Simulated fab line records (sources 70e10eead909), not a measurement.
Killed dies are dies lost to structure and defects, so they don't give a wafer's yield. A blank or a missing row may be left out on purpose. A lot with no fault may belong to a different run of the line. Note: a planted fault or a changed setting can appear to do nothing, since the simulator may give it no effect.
Comparing a struck lot with a sound one || flow nand_harc || 14 out of 1159 route steps
Sound: wafers L574.3, L574.4, L574.6. The struck wafers were L581.1, L581.4, L581.5. The cause is given at the end.
At each step with rows: each side's tool, then ch and its chambers, then its first start. Under that, the readings that differ: sound wafers || struck wafers || difference of the means || sigmas: that difference in standard deviations of wafers without a fault.
alike: readings whose means differ by less than 2 such deviations, and words and numbers that are the same on both sides. not compared: withheld readings, readings that some wafer has no value for, bounds like >300 that may hide the same value, and numbers for which the record gives no deviation and whose values overlap.
A row with sigmas, a row that says differs or no value, or rows on one side alone: a step with any of these is where the two part. Numbers that have no deviation but don't overlap get no sigmas and don't part them. Lack of a reading on every wafer of one side parts them only where that side has two or more wafers.

first, 1 step without rows for these wafers: NHARC_A_CONTACT_STRIP_27 (strips in post etch residue remover, time 600 s).
NHARC_A_CONTACT_ALD_18: deposits TiN, target thk 3 nm, pulse time 1 s, ald cycles 150.
  sound on ald_metal-02 ch 0,3, day 19 09:41; struck on ald_metal-03 ch 0,3, day 21 07:53
  alike: heater_power_outer_w, heater_power_w, precursor_pulse_height_rel
NHARC_A_CONTACT_CVD_19: deposits W, target thk 300 nm, time 802 s.
  sound on cvd_w-01 ch 0,1; struck on cvd_w-01 ch 0,1
  alike: heater_power_outer_w, heater_power_w, mfc_ar_sccm, throttle_valve_pct
NHARC_A_CONTACT_CMP_20: polishes, t overpolish 30 s, target thk 300 nm.
  sound on cmp-02 ch 2,3, day 19 16:06; struck on cmp-04 ch 0,2,3, day 21 13:31
  alike: motor_current_A, overpolish_run_s, retaining_ring_pressure_frac, time_to_endpoint_s
after that, 1 step had no rows for these wafers: NHARC_A_CONTACT_SRD_22.
NHARC_A_CONTACT_INSPECT_23:
  sound on defect_inspect-02, day 19 16:28; struck on defect_inspect-01, day 21 13:52
  alike: raw_defect_count
then, 5 steps without rows for these wafers: NHARC_A_BLC_DEHYDRATE_00 (time 120 s); NHARC_A_BLC_HMDS_01 (time 30 s); NHARC_A_BLC_COAT_02 (time 75 s); NHARC_A_BLC_COAT_03 (time 65 s); NHARC_A_BLC_COAT_04 (resist thk 90 nm).
NHARC_A_BLC_SOFTBAKE_05: time 55 s.
  sound on litho_track-04 ch 0, day 19 16:00; struck on litho_track-06 ch 0, day 21 13:00
{"reading": "heater_power_total_W (W)", "sound": "188.46 188.30 188.28", "struck": "186.56 186.29 186.50", "difference": -1.90, "sigmas": -14}
after that, 1 step had no rows for these wafers: NHARC_A_BLC_EBR_06.
-- break in the record here, with 2 days between the starts of the struck wafers on either side (left off in module A_BLC, picked up again in module END, where the first step shown is number 1159 on the route) --
NHARC_END_SORT_01:
  sound on prober-02 ch 0, day 21 12:02; struck on prober-01 ch 0, day 23 15:48
  alike: killed_at_array, killed_at_other, killed_at_periphery, killed_dies, killed_open, killed_short

## WHERE THEY PART
Only at NHARC_A_BLC_SOFTBAKE_05, within this record. Later steps at which nothing parts them and some readings are alike: NHARC_END_SORT_01.

WHY: the cause the simulator had injected
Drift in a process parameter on litho_track-06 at NHARC_A_BLC_SOFTBAKE_05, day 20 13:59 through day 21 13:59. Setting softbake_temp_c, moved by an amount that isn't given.
